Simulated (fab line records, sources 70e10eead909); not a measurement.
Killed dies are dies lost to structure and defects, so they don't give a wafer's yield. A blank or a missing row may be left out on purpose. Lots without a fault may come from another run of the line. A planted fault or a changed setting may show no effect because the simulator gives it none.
Chamber matching | flow nand_harc | NHARC_A_CONTACT_ETCH_102 on rie_diel-07: 4 sister chambers
The step etches the open film in CF4/O2, target depth 100 nm, overetch 10 nm, time 55 s. 20 wafers are shown with their chamber, then 10 later ones without.

WAFERS WITH THEIR CHAMBER
wafer  | chamber | showerhead_plenum_p_Torr (Torr) | drypump_motor_current_A (A) | oes_product_au (a.u.)
L074.2 | 1       | 1.39                            | 5.9                         | 1.007
L074.3 | 2       | 1.44                            | 6.1                         | 1.016
L074.5 | 0       | 1.39                            | 6.1                         | 0.999
L076.1 | 1       | 1.39                            | 6.0                         | 0.998
L076.2 | 3       | 1.37                            | 6.3                         | 1.007
L076.6 | 2       | 1.44                            | 6.1                         | 1.007
L077.2 | 0       | 1.39                            | 6.2                         | 1.006
L077.5 | 0       | 1.39                            | 6.2                         | 0.998
L077.6 | 1       | 1.39                            | 5.9                         | 0.991
L078.2 | 2       | 1.44                            | 6.1                         | 1.020
L078.3 | 3       | 1.37                            | 6.2                         | 0.998
L078.6 | 2       | 1.44                            | 6.0                         | 1.002
L080.2 | 3       | 1.37                            | 6.2                         | 1.001
L080.3 | 2       | 1.43                            | 6.1                         | 1.018
L080.5 | 2       | 1.43                            | 6.1                         | 1.010
L083.2 | 1       | 1.39                            | 5.9                         | 1.002
L083.5 | 0       | 1.39                            | 6.2                         | 1.012
L083.6 | 1       | 1.39                            | 5.9                         | 1.004
L087.3 | 1       | 1.39                            | 5.9                         | 1.002
L087.4 | 2       | 1.43                            | 6.0                         | 1.009

SIGNATURES (means of the wafers above)
reading                  | chamber 0 | chamber 1 | chamber 2 | chamber 3 | scatter within a chamber
showerhead_plenum_p_Torr | 1.3900    | 1.3900    | 1.4357    | 1.3700    | 0.00327
drypump_motor_current_A  | 6.175     | 5.917     | 6.071     | 6.233     | 0.0479
oes_product_au           | 1.00375   | 1.00067   | 1.01171   | 1.00200   | 0.00602
Rule: a wafer's distance from a chamber is the root of the sum, over the readings, of the square of ((its reading less the chamber's mean) divided by the reading's scatter). The wafer belongs to the nearest chamber; if the next one is less than 2 further off, it can't be placed. The scatter: the root of (the sum of the squares of (reading less its chamber's mean) over the shown wafers, divided by (wafers less chambers)).

WAFERS WITHOUT THEIR CHAMBER
wafer  | showerhead_plenum_p_Torr (Torr) | drypump_motor_current_A (A) | oes_product_au (a.u.)
L087.6 | 1.38                            | 6.1                         | 1.016
L093.1 | 1.38                            | 6.1                         | 1.012
L093.3 | 1.36                            | 6.2                         | 1.011
L093.4 | 1.43                            | 6.1                         | 0.997
L095.4 | 1.38                            | 5.9                         | 1.002
L095.5 | 1.38                            | 5.9                         | 0.992
L095.6 | 1.43                            | 6.1                         | 1.006
L097.2 | 1.36                            | 6.3                         | 1.006
L097.3 | 1.43                            | 6.0                         | 0.996
L097.5 | 1.36                            | 6.3                         | 1.004

WHICH CHAMBER EACH WENT THROUGH
wafer  | from the rows above          | in truth
L087.6 | can't be placed: 0 or 3 or 1 | 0
L093.1 | can't be placed: 0 or 3 or 1 | 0
L093.3 | 3                            | 3
L093.4 | 2                            | 2
L095.4 | 1                            | 1
L095.5 | 1                            | 1
L095.6 | 2                            | 2
L097.2 | 3                            | 3
L097.3 | 2                            | 2
L097.5 | 3                            | 3
Placed correctly: 8 of 10. Can't be placed from these rows: 2 (the true chamber is among the candidates in 2). Placed wrongly: 0.
